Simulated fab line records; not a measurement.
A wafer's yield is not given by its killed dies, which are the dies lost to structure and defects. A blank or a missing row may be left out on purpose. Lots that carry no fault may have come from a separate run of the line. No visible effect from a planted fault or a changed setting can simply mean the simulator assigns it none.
fab line records -- flow n5-finfet
record: lots: 7, wafers: 18, last-day: 16
route steps=1938 shown GATE_CUT@499 BEOL_M4@1111 PASSIVATION@1936
lots with no fault: from the same line, run without faults
start-h: the number of hours between the record's first day and the start of the first shown wafer of the lot -- wait-h: how many hours have passed since the lot's step before this one -- " repeats the value in the row above -- L1.1+2: several wafers, shown together as one row -- - value missing, or start not given -- * or withheld: withheld -- < > ~ a bound
route shown NAME@n: a module of which the file shows steps, and the number in the route of the first -- usual: mean/standard deviation of fault-free wafers -- same: alike in all rows -- chamber/n: place in a boat -- sites: per-site readings -- _std_site: how widely they spread, as a standard deviation -- _edge_site: mean of outer sites minus mean of inner sites -- radius-mm: for every site, how far away it sits from the centre of the wafer -- mask NAME#n: copy n -- behind: tool/chamber where the wafer was last shaped -- hold: why the lot was held/for how many hours/how that ended -- device: the n, p or np transistor that did not switch -- end of line: at the end of the route, the tests of the same wafers -- a step with no rows: only its recipe -- killed: at the first sort, the dies lost to defects and structure; wafer yield is something else -- map: dies across one wafer; x = killed, . = not, _ = none there
set.NAME: the setting the step ran with; set.NAME@STEP: the setting that earlier step ran with -- model.NAME: the simulator's own value behind a step, which no gauge read
lots seen at some steps along the route; tables by step, rows by wafer
services: when a tool's chamber went out of use (start-h, in hours from the record's first day, below 0 if earlier), for how many hours, and the reason
== steps ==
step: N5_GATE_CUT_ETCH_19
recipe: chemistry: CH3F/O2, target: SiNx, mask-material: SiO2, target-depth-a: 537, time-s: 76.7, pressure-mtorr: 30, source-w: 395, bias-w: 73, Ar_flow_sccm: 150, CH3F_flow_sccm: 30, O2_flow_sccm: 20, ion-energy-ev: 120, ends: cleared
step: N5_GATE_CUT_CUT_ETCH_53
recipe: chemistry: SF6/Cl2, target: W, mask-material: SiO2, target-depth-a: 792, pressure-mtorr: 8, icp-w: 900, bias-w: 80, SF6_flow_sccm: 40, Cl2_flow_sccm: 60, ends: cleared
usual: bias-w: 80.00/0.27, drypump-motor-current-A: 5.6/0.44, etch-rf-on-time-s: 26.1/0.36, oes-product-au: 0.73/0.09, throttle-valve-pct: 29.04/0.26
lot.wafer,tool,chamber,start-h,wait-h,bias-w,drypump-motor-current-A,etch-rf-on-time-s,oes-product-au,rf-hours-counter-h,throttle-valve-pct
L339.2,rie-metal-03,1,83.09,0.1,80.32,6.0,26.0,0.80,14,29.38
L339.3,rie-metal-03,1,83.09,0.1,80.50,6.0,26.0,0.80,-,29.36
L339.6,rie-metal-03,0,83.09,0.1,79.79,5.5,25.8,0.70,-,29.05
L346.1,rie-metal-02,1,127.17,0.1,80.03,6.4,26.5,0.77,16,28.72
L346.2,rie-metal-02,0,127.17,0.1,79.86,5.2,26.4,0.80,12,28.74
L346.5,rie-metal-02,1,127.17,0.1,80.34,6.4,26.5,0.76,-,28.70
L352.1,rie-metal-02,1,161.33,0.1,79.77,6.3,26.5,0.75,20,28.73
L352.3,rie-metal-02,0,161.33,0.1,79.68,5.2,26.2,0.79,-,28.72
L354.2,rie-metal-03,1,174.11,0.1,80.15,6.0,25.9,0.76,22,29.38
L354.4,rie-metal-03,1,174.11,0.1,79.90,6.0,25.7,0.77,-,29.36
L355.1,rie-metal-03,0,179.60,0.1,79.79,5.5,25.5,0.68,54,29.07
L355.2,rie-metal-03,1,179.60,0.1,80.03,6.0,25.9,0.77,22,29.36
L356.1,rie-metal-02,0,188.06,0.1,79.84,5.1,26.1,0.77,18,28.73
L356.4,rie-metal-02,0,188.06,0.1,80.20,5.1,26.2,0.77,-,28.74
L356.6,rie-metal-02,0,188.06,0.1,79.73,5.2,26.2,0.77,-,28.74
L357.1,rie-metal-01,0,190.58,0.1,80.03,5.2,26.1,0.88,1,29.26
L357.3,rie-metal-01,1,190.58,0.1,79.70,5.7,26.2,0.63,-,29.15
L357.5,rie-metal-01,1,190.58,0.1,80.32,5.7,26.3,0.62,-,29.14
step: N5_GATE_CUT_CUT_ETCH_54
recipe: chemistry: Cl2/BCl3, target: TiN, mask-material: SiO2, target-depth-a: 967, pressure-mtorr: 10, icp-w: 1000, bias-w: 126, Cl2_flow_sccm: 53.25, bcl3-flow-sccm: 21.75, Ar_flow_sccm: 25, ends: cleared
usual: bias-w: 126.0/0.38, drypump-motor-current-A: 5.6/0.44, etch-rf-on-time-s: 36.4/0.51, mfc-ar-sccm: 25.00/0.077, oes-product-au: 0.73/0.089, throttle-valve-pct: 22.35/0.25
lot.wafer,tool,chamber,start-h,wait-h,bias-w,drypump-motor-current-A,etch-rf-on-time-s,mfc-ar-sccm,oes-product-au,rf-hours-counter-h,throttle-valve-pct
L339.2,rie-metal-03,1,83.15,0.0,125.6,6.0,36.3,24.98,0.79,14,22.57
L339.3,rie-metal-03,1,83.15,0.0,125.9,6.0,36.4,25.02,0.80,-,22.58
L339.6,rie-metal-03,0,83.15,0.0,126.2,5.5,35.9,25.04,0.70,-,22.39
L346.1,rie-metal-02,1,127.23,0.0,126.2,6.3,37.1,24.99,0.77,16,22.08
L346.2,rie-metal-02,0,127.23,0.0,125.5,5.2,36.5,25.02,0.80,12,22.04
L346.5,rie-metal-02,1,127.23,0.0,126.0,6.3,36.7,24.96,0.78,-,22.05
L352.1,rie-metal-02,1,161.39,0.0,125.5,6.3,37.2,24.95,0.76,20,22.07
L352.3,rie-metal-02,0,161.39,0.0,126.3,5.2,36.4,24.89,0.78,-,22.07
L354.2,rie-metal-03,1,174.17,0.0,126.2,6.0,36.3,24.98,0.76,22,22.61
L354.4,rie-metal-03,1,174.17,0.0,126.4,6.0,36.1,24.93,0.77,-,22.58
L355.1,rie-metal-03,0,179.66,0.0,125.7,5.5,35.6,24.96,0.68,54,22.40
L355.2,rie-metal-03,1,179.66,0.0,125.2,6.0,35.5,24.91,0.77,22,22.59
L356.1,rie-metal-02,0,188.18,0.1,125.7,5.2,36.0,25.00,0.78,18,22.06
L356.4,rie-metal-02,0,188.18,0.1,125.8,5.1,36.4,25.18,0.77,-,22.07
L356.6,rie-metal-02,0,188.18,0.1,126.4,5.2,36.5,25.02,0.78,-,22.05
L357.1,rie-metal-01,0,190.66,0.1,125.8,5.1,36.5,25.00,0.87,2,22.56
L357.3,rie-metal-01,1,190.66,0.1,126.3,5.8,36.9,25.05,0.62,-,22.49
L357.5,rie-metal-01,1,190.66,0.1,126.1,5.7,36.6,25.12,0.62,-,22.50
step: N5_GATE_CUT_CUT_ETCH_55
recipe: chemistry: BCl3, target: HfO2, mask-material: SiO2, target-depth-a: 32, ion-energy-ev: 30, pressure-mtorr: 5, icp-w: 450, bias-w: 18, bcl3-flow-sccm: 80
usual: bias-w: 18.00/0.052, drypump-motor-current-A: 5.6/0.44, oes-product-au: 0.81/0.099, throttle-valve-pct: 33.26/0.26
lot.wafer,tool,chamber,start-h,wait-h,bias-w,drypump-motor-current-A,oes-product-au,rf-hours-counter-h,throttle-valve-pct
L339.2,rie-metal-03,1,83.21,0.0,18.00,6.0,0.88,14,33.67
L339.3,rie-metal-03,1,83.21,0.0,18.02,6.0,0.88,-,33.64
L339.6,rie-metal-03,0,83.21,0.0,17.98,5.5,0.76,-,33.25
L346.1,rie-metal-02,1,127.29,0.0,18.04,6.3,0.85,16,33.00
L346.2,rie-metal-02,0,127.29,0.0,18.07,5.2,0.87,12,32.92
L346.5,rie-metal-02,1,127.29,0.0,17.98,6.3,0.85,-,33.00
L352.1,rie-metal-02,1,161.45,0.0,18.01,6.3,0.84,20,33.00
L352.3,rie-metal-02,0,161.45,0.0,18.00,5.2,0.86,-,32.91
L354.2,rie-metal-03,1,174.23,0.0,18.03,6.0,0.85,22,33.68
L354.4,rie-metal-03,1,174.23,0.0,17.98,6.0,0.86,-,33.67
L355.1,rie-metal-03,0,179.72,0.0,17.99,5.5,0.75,54,33.25
L355.2,rie-metal-03,1,179.72,0.0,18.00,6.0,0.85,22,33.69
L356.1,rie-metal-02,0,188.30,0.1,18.02,5.1,0.85,18,32.92
L356.4,rie-metal-02,0,188.30,0.1,17.97,5.1,0.85,-,32.93
L356.6,rie-metal-02,0,188.30,0.1,17.99,5.1,0.84,-,32.92
L357.1,rie-metal-01,0,190.74,0.1,18.05,5.1,0.96,2,33.44
L357.3,rie-metal-01,1,190.74,0.1,18.03,5.8,0.69,-,33.39
L357.5,rie-metal-01,1,190.74,0.1,18.02,5.7,0.69,-,33.39
step: N5_GATE_CUT_ETCH_47
recipe: chemistry: Cl2/BCl3, target: SiO2, target-depth-a: 100, pressure-mtorr: 10, icp-w: 1000, bias-w: 126, Cl2_flow_sccm: 53.25, bcl3-flow-sccm: 21.75, Ar_flow_sccm: 25
step: N5_GATE_CUT_VAPOR_ETCH_48
recipe: chemistry: BCl3/Cl2, target: TiN, mode: isotropic
step: N5_GATE_CUT_VAPOR_ETCH_49
recipe: chemistry: BCl3/Cl2, target: TiAlC, mode: isotropic
usual: drypump-motor-current-A: 5.6/0.44, oes-product-au: 0.81/0.098
lot.wafer,tool,chamber,start-h,wait-h,drypump-motor-current-A,oes-product-au
L339.2,rie-metal-03,1,83.30,0.0,6.0,0.88
L339.3,rie-metal-03,1,83.30,0.0,6.0,0.88
L339.6,rie-metal-03,0,83.30,0.0,5.5,0.77
L346.1,rie-metal-02,1,127.38,0.0,6.3,0.85
L346.2,rie-metal-02,0,127.38,0.0,5.1,0.88
L346.5,rie-metal-02,1,127.38,0.0,6.3,0.85
L352.1,rie-metal-02,1,161.54,0.0,6.3,0.83
L352.3,rie-metal-02,0,161.54,0.0,5.1,0.86
L354.2,rie-metal-03,1,174.32,0.0,6.0,0.85
L354.4,rie-metal-03,1,174.32,0.0,6.0,0.85
L355.1,rie-metal-03,0,179.81,0.0,5.5,0.74
L355.2,rie-metal-03,1,179.81,0.0,6.0,0.84
L356.1,rie-metal-02,0,188.48,0.1,5.1,0.85
L356.4,rie-metal-02,0,188.48,0.1,5.1,0.85
L356.6,rie-metal-02,0,188.48,0.1,5.1,0.85
L357.1,rie-metal-01,0,190.86,0.0,5.2,0.97
L357.3,rie-metal-01,1,190.86,0.0,5.8,0.68
L357.5,rie-metal-01,1,190.86,0.0,5.7,0.69
step: N5_GATE_CUT_VAPOR_ETCH_51
recipe: chemistry: BCl3/Cl2, target: HfO2, mode: isotropic
step: N5_GATE_CUT_STRIP_21
recipe: chemistry: N2/H2, time-s: 30, power-w: 1000, temp-c: 250, pressure-mtorr: withheld, n2-flow-sccm: 1750, h2-flow-sccm: 3250
usual: drypump-motor-current-A: 5.57/0.18, heater-power-w: 346/25
lot.wafer,tool,chamber,start-h,wait-h,drypump-motor-current-A,heater-power-w,rf-hours-counter-h
L339.2,plasma-asher-01,1,83.38,0.0,5.72,387,92
L339.3,plasma-asher-01,0,83.38,0.0,5.43,327,-
L339.6,plasma-asher-01,0,83.38,0.0,5.44,320,-
L346.1,plasma-asher-01,1,127.46,0.0,5.79,388,99
L346.2,plasma-asher-01,0,127.46,0.0,5.37,333,99
L346.5,plasma-asher-01,1,127.46,0.0,5.76,390,-
L352.1,plasma-asher-02,0,161.62,0.0,5.36,345,56
L352.3,plasma-asher-02,0,161.62,0.0,5.38,350,-
L354.2,plasma-asher-01,1,174.40,0.0,5.77,387,110
L354.4,plasma-asher-01,0,174.40,0.0,5.38,322,-
L355.1,plasma-asher-01,0,179.90,0.0,5.44,320,111
L355.2,plasma-asher-01,1,179.90,0.0,5.75,385,111
L356.1,plasma-asher-02,0,188.63,0.1,5.36,339,61
L356.4,plasma-asher-02,0,188.63,0.1,5.39,339,-
L356.6,plasma-asher-02,0,188.63,0.1,5.37,336,-
L357.1,plasma-asher-02,1,190.96,0.0,5.74,338,61
L357.3,plasma-asher-02,1,190.96,0.0,5.75,332,-
L357.5,plasma-asher-02,0,190.96,0.0,5.37,344,-
step: N5_GATE_CUT_STRIP_29
recipe: chemistry: post-etch-residue-remover, time-s: 60, temp-c: 25, remover-ph: withheld, remover-water-wt-pct: withheld, remover-fluoride-wt-pct: withheld
step: N5_GATE_CUT_SRD_52
recipe: dry: ipa-marangoni, time-s: 30, temp-c: 23, rinse-liquid: diw
step: N5_GATE_CUT_ALD_22
recipe: material: SiNx, target-thk-a: 160, temp-c: 400, ald-precursor-family: SiH2I2, ald-co-reactant: N2/H2-plasma, pulse-time-s: 1, ald-cycles: 320, purge-time-s: 2, co-reactant-purge-time-s: 2, pressure-torr: 2
step: N5_GATE_CUT_CMP_23
recipe: stop-on: SiO2, t-overpolish-s: 23.4, post-cmp-clean: alkaline-brush, down-force-psi: 2.5, platen-rpm: 51.8, pad-velocity-m-s: 1.0307, target-thk-nm: 16
usual: motor-current-A: 9.0/1.2, overpolish-run-s: 23.399/0.0088, pad-life-wafers: 1251/410, time-to-endpoint-s: 19.0/1.9
lot.wafer,tool,chamber,start-h,wait-h,motor-current-A,overpolish-run-s,pad-life-wafers,time-to-endpoint-s,model.SiNx_of_GATE_CUT_ALD_22.thk-nm
L339.3,cmp-02,0,85.10,0.8,9.3,23.385,758,19.1,16
L339.2,cmp-02,1,85.10,0.8,9.3,23.392,759,20.7,16
L339.6,cmp-02,2,85.10,0.8,11.6,23.398,-,19.8,16
L346.2,cmp-04,1,130.47,0.9,7.9,23.404,710,21.5,16
L346.1,cmp-04,2,130.47,0.9,10.8,23.400,711,21.1,16
L346.5,cmp-04,3,130.47,0.9,8.5,23.400,-,16.4,16
L352.1,cmp-04,3,163.34,0.8,8.8,23.399,1034,19.0,15.8
L352.3,cmp-04,0,163.34,0.8,8.5,23.397,1035,10.4,14.4
L354.2,cmp-04,0,176.05,0.8,8.8,23.402,1074,9.3,14.4
L354.4,cmp-04,3,176.05,0.8,8.3,23.401,1077,20.8,16
L355.1,cmp-04,1,181.58,0.8,8.2,23.389,1117,19.3,16.2
L355.2,cmp-04,3,181.58,0.8,9.0,23.391,1119,8.7,14.4
L356.4,cmp-01,1,191.21,0.8,7.0,23.395,1951,15.7,15.8
L356.1,cmp-01,2,191.21,0.8,8.2,23.393,1952,17.7,15.8
L356.6,cmp-01,1,191.21,0.8,7.3,23.391,-,17.6,15.8
L357.1,cmp-02,0,192.68,0.8,9.0,23.413,1580,16.7,16
L357.3,cmp-02,1,192.68,0.8,8.9,23.398,1581,19.5,16.2
L357.5,cmp-02,2,192.68,0.8,11.2,23.402,-,18.7,16
step: N5_GATE_CUT_THK_MEAS_24
recipe: reads: SiO2_of_GATE_CUT_HM_DEP_46+SiO2_flowable_of_ILD0_FCVD_FILL_01
usual: GC_FILL_THK: 219.7/1.9
lot.wafer,tool,chamber,start-h,wait-h,GC_FILL_THK[nm]
L339.2,film-metro-01,-,85.32,-,220.4
L339.3,film-metro-01,-,85.32,-,218.4
L339.6,film-metro-01,-,85.32,-,220.4
L346.1,film-metro-02,-,130.69,-,218.6
L346.2,film-metro-02,-,130.69,-,219.6
L346.5,film-metro-02,-,130.69,-,221.5
L352.1,film-metro-01,-,163.56,-,215.9
L352.3,film-metro-01,-,163.56,-,216.4
L354.2,film-metro-02,-,176.34,-,217.5
L354.4,film-metro-02,-,176.34,-,222.0
L355.1,film-metro-02,-,181.84,-,219.7
L355.2,film-metro-02,-,181.84,-,217.1
L356.1,film-metro-01,-,191.47,-,223.5
L356.4,film-metro-01,-,191.47,-,221.0
L356.6,film-metro-01,-,191.47,-,219.5
L357.1,film-metro-02,-,192.90,-,218.0
L357.3,film-metro-02,-,192.90,-,218.2
L357.5,film-metro-02,-,192.90,-,219.9
step: N5_BEOL_M4_RC_MEAS_101
usual: DIBL_N: 36.5/1.4, DIBL_P: 36.9/1.7, IOFF_N: 0.163/0.023, IOFF_P: 0.22/0.032, ION_N: 673/9, ION_P: 462/7.5, SS_N: 71.6/0.54, SS_P: 73.4/0.62, VT_N: 249.8/2.8, VT_P: -250/3.5
lot.wafer,tool,chamber,start-h,wait-h,DIBL_N[mV/V],DIBL_P[mV/V],IOFF_N[nA/um],IOFF_P[nA/um],ION_N[uA/um],ION_P[uA/um],SS_N[mV/dec],SS_P[mV/dec],VT_N[mV],VT_P[mV]
L339.2,prober-02,0,164.97,0.2,35.9,35.1,0.156,0.18,663,451,71.7,72.9,250.4,-252
L339.3,prober-02,0,164.97,0.2,37.0,37.3,0.178,0.21,675,459,71.8,73.5,250.0,-251
L339.6,prober-02,0,164.97,0.2,34.3,34.1,0.133,0.17,666,458,71.4,72.7,249.7,-252
L346.1,prober-01,0,210.67,0.0,38.9,38.9,0.203,0.24,691,460,72.4,74.7,245.2,-249
L346.2,prober-01,0,210.67,0.0,34.2,33.7,0.127,0.16,656,451,71.7,72.0,254.4,-255
L346.5,prober-01,0,210.67,0.0,35.4,35.7,0.148,0.18,670,460,71.7,72.7,247.3,-256
L352.1,prober-02,0,250.63,0.0,38.9,37.8,0.198,0.22,680,460,72.1,74.2,246.4,-250
L352.3,prober-02,0,250.63,0.0,37.4,35.6,0.162,0.19,681,453,71.9,73.0,250.4,-253
L354.2,prober-01,0,250.70,0.2,38.3,39.0,0.204,0.25,694,464,71.9,74.2,244.8,-248
L354.4,prober-01,0,250.70,0.2,36.0,36.3,0.151,0.20,684,466,71.3,73.4,250.4,-251
L355.1,prober-02,0,272.75,0.0,37.6,38.5,0.189,0.23,686,463,72.4,73.5,245.7,-251
L355.2,prober-02,0,272.75,0.0,38.2,39.0,0.202,0.26,680,470,71.1,73.4,245.6,-246
L356.1,prober-02,0,276.53,0.0,36.5,38.4,0.171,0.22,669,457,71.6,73.4,248.7,-248
L356.4,prober-02,0,276.53,0.0,36.6,38.5,0.178,0.23,683,469,72.6,72.7,249.9,-249
L356.6,prober-02,0,276.53,0.0,36.5,38.4,0.169,0.22,681,467,71.5,73.4,249.4,-252
L357.1,prober-01,0,280.47,0.0,38.4,39.5,0.175,0.22,669,457,71.6,73.4,250.4,-252
L357.3,prober-01,0,280.47,0.0,37.9,38.7,0.160,0.21,679,459,71.1,74.2,252.6,-254
L357.5,prober-01,0,280.47,0.0,38.2,38.7,0.171,0.20,676,460,71.0,73.8,251.4,-254
step: N5_PASSIVATION_PROBE_49
usual: defect-limited-yield: 91.2/1.4, killed_at_M0_to_M3: 35/11, killed_at_M4_up: 12/4.2, killed-at-contacts: 13/5.6, killed-at-front-end: 40/12, killed-at-other: 3.3/2.6, killed-dies: 103/17, killed-open: 68/12, killed-short: 34/7.6, sort_bin_5_function: 5.1/0.95, sort_bin_6_memory: 3.3/0.68, sort-n-pass: 1077/17, sort-yield-pct: 91.2/1.4
same: gross-dies: 1180, killed-at-back-side: 0, sort_bin_4_leakage[%]: 0, sort_bin_8_speed[%]: 0
lot.wafer,tool,chamber,start-h,wait-h,defect-limited-yield[%],killed_at_M0_to_M3,killed_at_M4_up,killed-at-contacts,killed-at-front-end,killed-at-other,killed-dies,killed-open,killed-short,sort_bin_5_function[%],sort_bin_6_memory[%],sort-n-pass,sort-yield-pct[%]
L346.2,prober-02,-,306.03,0.1,90.7,33,15,14,46,2,110,69,37,5.4,3.4,1070,90.7
L346.5,prober-02,-,306.18,0.2,91.2,30,20,13,38,3,104,70,34,4.7,3.5,1076,91.2
killed by level:class
L346.2 STI_FIN_REVEAL:geometric-particle:open=14 BEOL_M1:geometric-particle:open=11 MOL_CONTACT_COAG:geometric-particle:open=11 BEOL_M0_SAQP:geometric-particle:short=9 FIN_SAQP:geometric-particle:short=7 BEOL_M4:geometric-particle:open=7 BEOL_M0_SAQP:geometric-particle:open=6 DUMMY_GATE:geometric-particle:open=5
L346.5 STI_FIN_REVEAL:geometric-particle:open=13 BEOL_M4:geometric-particle:open=11 MOL_CONTACT_COAG:geometric-particle:open=10 BEOL_M0_SAQP:geometric-particle:short=8 BEOL_M3:geometric-particle:open=8 GATE_CUT:geometric-particle:short=6 DUMMY_GATE:geometric-particle:open=5 SPACER0:geometric-particle:open=5
== services ==
tool,chamber,start-h,hours,kind
plasma-asher-02,-,61.68,3.9,repair
cmp-01,-,69.00,8.9,pm
cmp-01,-,90.16,0.3,repair
cmp-01,-,107.33,3.7,repair
cmp-04,-,111.68,2.5,repair
cmp-02,-,126.50,6.1,repair
rie-metal-01,0,133.73,-,clean
rie-metal-01,0,133.73,22.1,scheduled-down
rie-metal-01,0,133.73,22.1,vent-cycle
cmp-02,-,147.75,2.2,repair
cmp-04,-,164.33,7.0,pm
rie-metal-01,0,170.61,11.9,repair
rie-metal-02,1,187.87,1.7,repair
== key ==
first-sign: step: N5_GATE_CUT_CMP_23, reading: time-to-endpoint-s, direction: down, sigmas: 4.9, usual: *, struck: *
effect none on later readings
model-effect: step: N5_GATE_CUT_CMP_23, value: SiNx_of_GATE_CUT_ALD_22.thk-nm, without: 16, struck: 14.4
met-at N5_GATE_CUT_CMP_23
struck-wafers L352.3,L354.2,L355.2
onset-between 130.47 163.34
fault: kind: process-parameter-drift, tool: cmp-04, chamber: -, onset-h: 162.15, steps: N5_GATE_CUT_CMP_23, channel: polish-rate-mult, offset: 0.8, shape: step, end-h: 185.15, scope: struck-wafers-only
